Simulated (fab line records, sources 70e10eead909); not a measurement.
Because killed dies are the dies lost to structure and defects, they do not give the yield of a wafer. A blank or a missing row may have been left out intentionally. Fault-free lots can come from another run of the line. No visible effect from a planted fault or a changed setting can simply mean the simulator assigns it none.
8D (eight disciplines) problem report, filled in by code    flow nand-harc    the parts of the form that need people (team, actions taken, sign-off) are left out

1. THE ISSUE
Mean of run-length-s at NHARC_A_SLIT_ETCH_29: 69.9 s across 3 wafers in 2 lots; on wafers with no fault it is 76.3 s (standard deviation 0.38). Measured from the usual mean, that is -17 standard deviations.
The step: etches the open film in CF4/O2, target depth 100 nm, overetch 10 nm, time 55 s.
First observed at day 15 19:01: wafer L201.3, on rie-diel-04. The record has a number at this step for 42 wafers belonging to 14 lots. Rule for "out" (also "out of limits"): further than 4 standard deviations from the usual mean. The rest of the wafers with a number are treated as sound.

2. WHAT IT IS AND WHAT IT IS NOT
question                     is                      is not
which readings at this step  run-length-s            drypump-motor-current-A, mfc-ar-sccm, oes-product-au, showerhead-plenum-p-Torr, throttle-valve-pct
which lots                   L201, L203              L199, L200, L202, L205, L210, L211, L212, L214, L216, L217, L218, L219
which wafers of those lots   L201.3, L201.6, L203.1  L201.2, L203.4, L203.6
read on which tools          rie-diel-04             rie-diel-01, rie-diel-10
when                         from day 15 19:01       up to then (7 sound wafers); but 32 sound wafers of L202, L203, L205, L210, L211, L212, L214, L216, L217, L218, L219 came after

3. WHAT RULES OUT EACH SUSPECT
Counting: a tool at a process step up to the reading stays a suspect if it ran every lot that is out. Sound lots after the first of them don't rule it out here, since some wafers of a struck lot are sound.
- rie-diel-04 at NHARC_A_SLIT_ETCH_29 (etches the open film in CF4/O2, target depth 100 nm, overetch 10 nm, time 55 s): kept. Every lot that is out went through it, the first being L201 (day 15 19:01); the last sound lot it ran before that was L200 (day 14 22:11). On those wafers its own readings are out: run-length-s.
- Within rie-diel-04 at NHARC_A_SLIT_ETCH_29: the wafers that are out ran in chamber 0; their sound lot-mates ran in chambers 1, 3.
After counting, what remains is rie-diel-04 at NHARC_A_SLIT_ETCH_29.

4. THE CAUSE (what the simulator had put in)
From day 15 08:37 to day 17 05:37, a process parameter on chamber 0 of rie-diel-04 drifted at NHARC_A_SLIT_ETCH_29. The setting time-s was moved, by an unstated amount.
Counting left only this tool.

5. SEQUENCE OF EFFECTS, ordered by route
One row per reading whose mean, taken over the struck wafers that have a number, lies over 3 standard deviations from the usual. Only readings for which the record gives a usual standard deviation are gone through. hours: the time from each lot's start at the first step in this table that gives one to its start at this step, as a median over the lots. sigmas: the change in usual standard deviations.
hours  step                  reading       usual   on struck wafers  change  sigmas
0      NHARC_A_SLIT_ETCH_29  run-length-s  76.3 s  69.9              -6.4    -17
It contains these process steps:
- NHARC_A_SLIT_ETCH_29: etches the open film in CF4/O2, target depth 100 nm, overetch 10 nm, time 55 s.

6. WHAT WOULD HAVE CAUGHT IT SOONER
In this record no reading fell out of limits until day 15 19:01, 10 hours after the fault had begun at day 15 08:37.
